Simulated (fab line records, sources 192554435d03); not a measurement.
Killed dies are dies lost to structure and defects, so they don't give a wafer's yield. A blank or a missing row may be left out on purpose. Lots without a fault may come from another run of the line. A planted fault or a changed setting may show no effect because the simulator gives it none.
A struck lot beside a sound one | flow n5_finfet | 18 steps out of a route of 1938
Sound: wafers L902.1, L902.2, L902.4. Struck: wafers L906.2, L906.4, L906.5. The cause comes at the end.
At each step with rows: each side's tool, then ch and its chambers, then its first start. Under that, the readings that differ: sound wafers | struck wafers | difference of the means | sigmas: that difference in standard deviations of wafers without a fault.
alike: readings whose means differ by less than 2 such deviations, and words and numbers that are the same on both sides. not compared: withheld readings, readings that some wafer has no value for, bounds like >300 that may hide the same value, and numbers for which the record gives no deviation and whose values overlap.
The two part at a step that has a row with sigmas, a row that says differs or no value, or rows on one side only. Numbers that don't overlap but have no deviation are shown without sigmas and don't part them. A reading that every wafer of one side lacks parts them only if that side has two wafers or more.

first, 1 step without rows for these wafers: N5_STI_FIN_REVEAL_SRD_21 (time 30 s).
N5_STI_FIN_REVEAL_OXIDATION_33: chemistry O2 PLASMA REMOTE, time 20 s.
  sound on plasma_asher-01 ch 0,1, day 3 17:26; struck on plasma_asher-01 ch 0,1, day 4 13:37
  alike: drypump_motor_current_A, heater_power_w
  not compared: rf_hours_counter_h
then, 2 steps without rows for these wafers: N5_STI_FIN_REVEAL_CLEAN_19 (cleans in O3/DIW, time 120 s); N5_STI_FIN_REVEAL_SRD_23 (time 30 s).
N5_STI_FIN_REVEAL_CD_MEAS_22: target cd 6.238 nm, pitch 28 nm.
  sound on cd_sem-02, day 3 17:36; struck on cd_sem-02, day 4 13:47
  alike: cd_nm
N5_STI_FIN_REVEAL_FIN_H_MEAS_10:
  sound on ocd-02, day 3 17:38; struck on ocd-02, day 4 13:50
  alike: trench_depth_nm
then, 2 steps without rows for these wafers: N5_STI_FIN_REVEAL_PRECLEAN_18 (cleans in SC2, time 45 s); N5_STI_FIN_REVEAL_SRD_28 (time 30 s).
N5_STI_FIN_REVEAL_INSPECT_13: inspects for defects (darkfield).
  sound on defect_inspect-02, day 3 17:43; struck on defect_inspect-01, day 4 13:55
  alike: raw_defect_count
then, 2 steps without rows for these wafers: N5_DUMMY_GATE_PRECLEAN_00 (cleans in O3/DIW, time 60 s); N5_DUMMY_GATE_SRD_01 (time 30 s).
N5_DUMMY_GATE_ALD_02: deposits SiO2, target thk 2 nm, pulse time 1 s.
  sound on ald_sin-02 ch 0,2,3, day 3 17:49; struck on ald_sin-04 ch 0,1,3, day 4 14:01
  alike: heater_power_w, precursor_pulse_height_rel
N5_DUMMY_GATE_CVD_03: deposits a-Si from SiH4, target thk 150 nm, time 8042 s.
  sound on lpcvd-01 ch 0/65,0/70,0/79, day 3 17:55; struck on lpcvd-01 ch 1/104,1/109,1/95, day 4 14:07
  reading                                     | sound         | struck       | difference | sigmas
  model.a-Si_of_DUMMY_GATE_CVD_03.thk_nm (nm) | 150 150.2 149 | 83.8 83 82.4 | -66.7      |
then, 2 steps without rows for these wafers: N5_DUMMY_GATE_PRECLEAN_46 (cleans in DIW, time 89.5 s); N5_DUMMY_GATE_SRD_47 (dry time 32 s).
N5_DUMMY_GATE_CMP_04: polishes a-Si.
  sound on cmp-04 ch 0,2,3, day 3 21:41; struck on cmp-03 ch 1,2, day 4 17:52
  reading                | sound        | struck      | difference | sigmas
  time_to_endpoint_s (s) | 12.2 9.6 8.7 | 0.5 0.0 0.0 | -10.0      | -4
  alike: motor_current_A
N5_BEOL_M4_RC_MEAS_101:
  the record has rows for the sound wafers here (prober-02 ch 0, day 8 23:02) and none for the struck ones
-- the record jumps here: 10 days lie between the struck wafers' starts before and after (it left off in module BEOL_M4 and takes up again in module PASSIVATION, whose first step shown is number 1936 of the route) --
N5_PASSIVATION_PROBE_49:
  the record has rows for the struck wafers here (prober-02, day 14 23:48) and none for the sound ones

WHERE THEY PART
First at N5_DUMMY_GATE_CMP_04; last, within this record, at N5_PASSIVATION_PROBE_49.

WHY: what the simulator had put in
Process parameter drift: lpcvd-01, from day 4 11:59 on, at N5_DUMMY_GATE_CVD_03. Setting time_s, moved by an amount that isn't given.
